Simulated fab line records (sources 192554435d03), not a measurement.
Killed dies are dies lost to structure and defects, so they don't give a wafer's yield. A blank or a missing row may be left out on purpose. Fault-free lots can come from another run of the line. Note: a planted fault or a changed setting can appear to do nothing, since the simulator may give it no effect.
The tool behind it: which one? | flow n5_finfet | 7 lots, 21 wafers sampled, at 7 steps of a route of 1938

== WHAT THE GAUGES SHOWED, per wafer ==
N5_BEOL_M0_OCD_MEAS_108.
lot  | measured     | on     | trench_depth_nm (nm)
L225 | day 6 20:02  | ocd-02 | 0.1 0 0.5
L226 | day 6 20:34  | ocd-02 | 0.1 0 0
L236 | day 9 15:20  | ocd-01 | 32.7 33.3 32.0
L237 | day 10 02:22 | ocd-01 | 33.2 32.3 33.6
L238 | day 10 13:08 | ocd-02 | 32.8 32.4 32.3
L240 | day 10 19:41 | ocd-02 | 32.4 32.9 32.4
L244 | day 11 17:12 | ocd-02 | 33.6 32.4 32.7

N5_BEOL_M4_RC_MEAS_101.
lot  | measured     | on        | DIBL_N (mV/V)  | DIBL_P (mV/V)  | IOFF_N (nA/um)    | IOFF_P (nA/um) | ION_N (uA/um) | ION_P (uA/um) | SS_N (mV/dec)  | SS_P (mV/dec)  | VT_N (mV)         | VT_P (mV)
L236 | day 12 02:19 | prober-02 | 33.4 36.1 36.3 | 33.8 36.6 36.6 | 0.116 0.158 0.153 | 0.16 0.20 0.19 | 656 679 669   | 456 457 459   | 70.8 71.7 71.2 | 72.8 73.6 73.0 | 254.8 248.3 251.0 | -256 -253 -253
L237 | day 12 13:53 | prober-01 | 36.2 35.1 35.8 | 36.7 35.2 36.3 | 0.152 0.132 0.154 | 0.19 0.17 0.18 | 667 659 683   | 455 454 461   | 71.4 71.5 71.4 | 73.9 73.3 73.4 | 250.6 254.4 250.6 | -255 -253 -256
L238 | day 12 23:14 | prober-01 | 41.2 38.5 39.1 | 40.7 38.3 39.0 | 0.249 0.185 0.202 | 0.29 0.24 0.26 | 683 671 689   | 464 459 474   | 72.4 72.3 71.2 | 75.1 73.9 73.4 | 244.6 248.4 243.9 | -246 -248 -248
L240 | day 13 19:29 | prober-01 | 33.9 34.3 34.3 | 34.1 34.0 33.9 | 0.123 0.123 0.128 | 0.21 0.20 0.21 | 676 665 663   | 477 459 467   | 71.4 71.0 71.2 | 72.4 73.1 72.2 | 255.8 254.4 256.5 | -246 -248 -247
L244 | day 14 08:29 | prober-01 | 36.3 36.5 38.5 | 35.8 35.5 39.0 | 0.173 0.165 0.217 | 0.24 0.23 0.30 | 681 671 696   | 463 462 473   | 71.5 72.0 72.0 | 73.2 74.0 74.1 | 246.1 247.7 243.8 | -246 -246 -245

== EACH LOT AND THE TOOL THAT RAN IT (in order: tool; ch and the chambers of the sampled wafers; start) ==
lot  | N5_BEOL_M0_SAQP_DESCUM_45          | N5_BEOL_M0_SAQP_ETCH_88            | N5_BEOL_M0_CUTY_ETCH_63            | N5_BEOL_M0_HM_OPEN_105            | N5_BEOL_M0_ETCH_128
L225 | rie_diel-02 ch 0,2, day 6 14:07    | rie_diel-02 ch 0,2, day 6 14:09    | rie_diel-01 ch 1,2,3, day 6 15:39  | rie_metal-01 ch 0,1, day 6 19:33  | rie_diel-03 ch 0,2,3, day 6 19:53
L226 | rie_diel-02 ch 1,2,3, day 6 16:46  | rie_diel-02 ch 1,2,3, day 6 16:49  | rie_diel-03 ch 0,2,3, day 6 18:14  | rie_metal-03 ch 0,1, day 6 19:44  | rie_diel-03 ch 0,2,3, day 6 20:26
L236 | rie_diel-02 ch 0,1,2, day 9 10:14  | rie_diel-02 ch 0,1,2, day 9 10:16  | rie_diel-03 ch 0,1,2, day 9 11:35  | rie_metal-01 ch 0,1, day 9 14:21  | rie_diel-01 ch 2,3, day 9 15:11
L237 | rie_diel-05 ch 0,1,3, day 9 20:07  | rie_diel-05 ch 0,1,3, day 9 20:09  | rie_diel-03 ch 0,1,3, day 9 21:35  | rie_metal-03 ch 0,1, day 10 01:26 | rie_diel-03 ch 0,1,3, day 10 02:13
L238 | rie_diel-02 ch 1,2,3, day 10 09:58 | rie_diel-02 ch 1,2,3, day 10 09:59 | rie_diel-04 ch 1,2, day 10 12:04   | rie_metal-01 ch 0,1, day 10 12:18 | rie_diel-04 ch 1,2, day 10 12:58
L240 | rie_diel-05 ch 0,1,2, day 10 13:36 | rie_diel-05 ch 0,1,2, day 10 13:38 | rie_diel-03 ch 0,2, day 10 15:06   | rie_metal-01 ch 0,1, day 10 19:05 | rie_diel-03 ch 1,3, day 10 19:32
L244 | rie_diel-06 ch 2,3, day 11 14:36   | rie_diel-06 ch 2,3, day 11 14:38   | rie_diel-01 ch 0,2,3, day 11 16:06 | rie_metal-03 ch 0,1, day 11 16:31 | rie_diel-03 ch 0,3, day 11 17:04
- N5_BEOL_M0_SAQP_DESCUM_45: chemistry O2, time 7 s.
- N5_BEOL_M0_SAQP_ETCH_88: etches underlayer in N2/H2, target depth 6.5 nm, time 5.2 s.
- N5_BEOL_M0_CUTY_ETCH_63: etches SOC in N2/H2, target depth 82.7 nm, overetch 16.5 nm, time 124 s.
- N5_BEOL_M0_HM_OPEN_105: chemistry Cl2/BCl3, target TiN, target depth 12 nm.
- N5_BEOL_M0_ETCH_128: etches SiCN in CF4/N2, target depth 12 nm, overetch 5.1 nm, time 21.4 s.

== AS READ BY THE TOOLS THEMSELVES (means over the sampled wafers that have a number; for cases with no such wafer, the mark the record gives instead) ==
N5_BEOL_M0_SAQP_DESCUM_45.
lot  | tool        | drypump_motor_current_A (A) | oes_product_au (a.u.) | rf_vpp_V (V) | showerhead_plenum_p_Torr (Torr) | throttle_valve_pct (%)
L225 | rie_diel-02 | 5.5                         | 0.76                  | 242.4        | 2.07                            | 20.33
L226 | rie_diel-02 | 5.8                         | 0.79                  | 243.6        | 2.11                            | 20.54
L236 | rie_diel-02 | 5.7                         | 0.75                  | 243.8        | 2.12                            | 20.53
L237 | rie_diel-05 | 5.6                         | 0.84                  | 242.7        | 2.05                            | 20.32
L238 | rie_diel-02 | 5.8                         | 0.76                  | 243.4        | 2.10                            | 20.58
L240 | rie_diel-05 | 5.8                         | 0.77                  | 243.8        | 2.09                            | 20.33
L244 | rie_diel-06 | 5.5                         | 0.86                  | 243.9        | 2.15                            | 20.29

N5_BEOL_M0_SAQP_ETCH_88.
lot  | tool        | drypump_motor_current_A (A) | etch_rf_on_time_s (s) | oes_product_au (a.u.) | rf_vpp_V (V) | showerhead_plenum_p_Torr (Torr) | throttle_valve_pct (%)
L225 | rie_diel-02 | 5.4                         | 5.17                  | 0.66                  | 523.0        | 2.51                            | 17.70
L226 | rie_diel-02 | 5.8                         | 5.21                  | 0.67                  | 524.2        | 2.56                            | 17.90
L236 | rie_diel-02 | 5.8                         | 5.16                  | 0.64                  | 524.4        | 2.58                            | 17.93
L237 | rie_diel-05 | 5.6                         | 5.10                  | 0.72                  | 522.9        | 2.50                            | 17.80
L238 | rie_diel-02 | 5.8                         | 5.22                  | 0.64                  | 524.8        | 2.55                            | 17.95
L240 | rie_diel-05 | 5.8                         | 5.17                  | 0.65                  | 524.0        | 2.54                            | 17.74
L244 | rie_diel-06 | 5.5                         | 5.17                  | 0.72                  | 524.9        | 2.61                            | 17.69

N5_BEOL_M0_CUTY_ETCH_63.
lot  | tool        | drypump_motor_current_A (A) | oes_product_au (a.u.) | rf_vpp_V (V) | showerhead_plenum_p_Torr (Torr) | throttle_valve_pct (%)
L225 | rie_diel-01 | 6.0                         | 0.61                  | 523.0        | 2.50                            | 17.85
L226 | rie_diel-03 | 5.5                         | 0.61                  | 524.1        | 2.54                            | 18.10
L236 | rie_diel-03 | 5.7                         | 0.71                  | 524.0        | 2.55                            | 17.74
L237 | rie_diel-03 | 5.8                         | 0.70                  | 521.0        | 2.48                            | 17.76
L238 | rie_diel-04 | 5.8                         | 0.63                  | 527.0        | 2.65                            | 18.08
L240 | rie_diel-03 | 5.4                         | 0.65                  | 525.8        | 2.60                            | 17.99
L244 | rie_diel-01 | 6.0                         | 0.61                  | 521.6        | 2.46                            | 17.85

N5_BEOL_M0_HM_OPEN_105.
lot  | tool         | bcl3_flow_sccm (sccm) | bias_w (W) | drypump_motor_current_A (A) | mfc_ar_sccm (sccm) | oes_ar_750_au (a.u.) | oes_product_au (a.u.) | throttle_valve_pct (%)
L225 | rie_metal-01 | -                     | -          | -                           | -                  | -                    | -                     | -
L226 | rie_metal-03 | -                     | -          | -                           | -                  | -                    | -                     | -
L236 | rie_metal-01 | 21.73                 | 126.1      | 6.2                         | 25.00              | 0.73                 | 0.72                  | 21.86
L237 | rie_metal-03 | 21.84                 | 126.1      | 5.5                         | 25.08              | 0.83                 | 0.83                  | 21.94
L238 | rie_metal-01 | 21.73                 | 126.1      | 6.2                         | 24.99              | 0.71                 | 0.72                  | 21.87
L240 | rie_metal-01 | 21.82                 | 126.1      | 6.1                         | 24.98              | 0.80                 | 0.80                  | 21.83
L244 | rie_metal-03 | 21.78                 | 126.4      | 5.5                         | 24.97              | 0.79                 | 0.78                  | 22.04

N5_BEOL_M0_ETCH_128.
lot  | tool        | drypump_motor_current_A (A) | mfc_ar_sccm (sccm) | oes_product_au (a.u.) | rf_vpp_V (V) | showerhead_plenum_p_Torr (Torr) | throttle_valve_pct (%)
L225 | rie_diel-03 | 5.5                         | 100.18             | 0.28                  | 381.6        | 2.20                            | 15.69
L226 | rie_diel-03 | 5.5                         | 100.09             | 0.28                  | 382.8        | 2.20                            | 15.68
L236 | rie_diel-01 | 6.1                         | 99.83              | 0.50                  | 381.3        | 2.16                            | 15.47
L237 | rie_diel-03 | 5.8                         | 100.04             | 0.59                  | 380.4        | 2.15                            | 15.31
L238 | rie_diel-04 | 6.0                         | 100.03             | 0.55                  | 384.6        | 2.32                            | 15.55
L240 | rie_diel-03 | 6.1                         | 100.18             | 0.54                  | 380.5        | 2.13                            | 15.48
L244 | rie_diel-03 | 5.6                         | 99.92              | 0.54                  | 380.5        | 2.13                            | 15.56

== THE ANSWER, worked out from the rows above alone ==
Rule: the lots themselves supply what counts as usual. The widest of any qualifying gaps counts: lots, ordered by their means at a reading, are off when they make up no more than a third of the lots, leave a main group of 4 or more, and stand apart from it by 3 or more times the standard deviation of that group's means. A main group whose means are all the same, to the digits that the tables above print for the reading, isn't used. A lot without any number at a reading at which 4 lots or more have one is off too. Any other lot the step has rows for is counted as sound. First the gauges in route order, then the tools' own readings, where a lot's mean is used as printed above. At the first step where some lot is off, the reading lying furthest off is the one used; lots without a number count as furthest.
Off, at N5_BEOL_M0_OCD_MEAS_108 on trench_depth_nm: L225, L226. The main group has a mean of 32.7 nm with a standard deviation of 0.2.
A tool fits if, at a process step before that reading, it ran every lot that is off, and no sound lot after the first of them. The gauges at N5_BEOL_M0_OCD_MEAS_108 aren't tried: what is off there is off at N5_BEOL_M0_HM_OPEN_105 too, on other tools, and a gauge's error can't cause that. Not one of the candidates tried fits.

== WHAT THE SIMULATOR HAD PUT IN ==
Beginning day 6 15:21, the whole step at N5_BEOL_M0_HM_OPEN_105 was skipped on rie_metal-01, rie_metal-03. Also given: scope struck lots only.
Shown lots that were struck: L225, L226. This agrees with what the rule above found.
